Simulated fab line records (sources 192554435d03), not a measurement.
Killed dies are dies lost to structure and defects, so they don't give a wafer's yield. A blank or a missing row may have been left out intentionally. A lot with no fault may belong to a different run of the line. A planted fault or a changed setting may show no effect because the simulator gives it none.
Chamber matching    flow n5 finfet    N5_GATE_CUT_ETCH_28 on rie diel-06: 4 sister chambers
The step etches underlayer in N2/H2, target depth 13 nm, time 10.4 s. 8 wafers are shown with their chamber, then 10 later ones without.

## WAFERS WITH THEIR CHAMBER
wafer   chamber  showerhead plenum p Torr (Torr)  throttle valve pct (%)
L078.5  0        2.67                             17.64
L079.1  2        2.58                             18.12
L081.5  1        2.37                             18.07
L083.1  3        2.64                             17.71
L083.5  2        2.57                             18.13
L083.6  3        2.64                             17.71
L084.1  0        2.66                             17.65
L084.3  1        2.37                             18.08

## WAFERS MISSING THEIR CHAMBER
wafer   showerhead plenum p Torr (Torr)  throttle valve pct (%)
L084.6  2.57                             18.13
L088.1  2.64                             17.74
L088.2  2.36                             18.08
L088.5  2.57                             18.15
L089.1  2.57                             18.17
L089.3  2.66                             17.68
L089.4  2.36                             18.10
L094.1  2.56                             18.16
L094.5  2.65                             17.67
L094.6  2.36                             18.11

## EACH ONE'S CHAMBER
wafer   from the rows above      in truth
L084.6  2                        2
L088.1  3                        3
L088.2  1                        1
L088.5  2                        2
L089.1  2                        2
L089.3  can't be placed: 0 or 3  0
L089.4  1                        1
L094.1  2                        2
L094.5  can't be placed: 0 or 3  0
L094.6  1                        1
8 of 10 placed correctly. Cannot be placed on the basis of these rows: 2; the candidates contain the true chamber in 2. Wrongly placed: 0.
How it was worked out, from the rows above alone: a wafer's distance from a chamber is the root of the sum, over the readings, of the square of ((its reading less the chamber's mean) divided by the reading's scatter). The wafer belongs to the nearest chamber; if the next one is less than 2 further off, it can't be placed. Each chamber's mean is taken over the wafers shown for it. How the scatter is found: for the shown wafers, subtract from each reading the mean of its chamber, square and add these, divide the total by (wafers less chambers), then take the root.
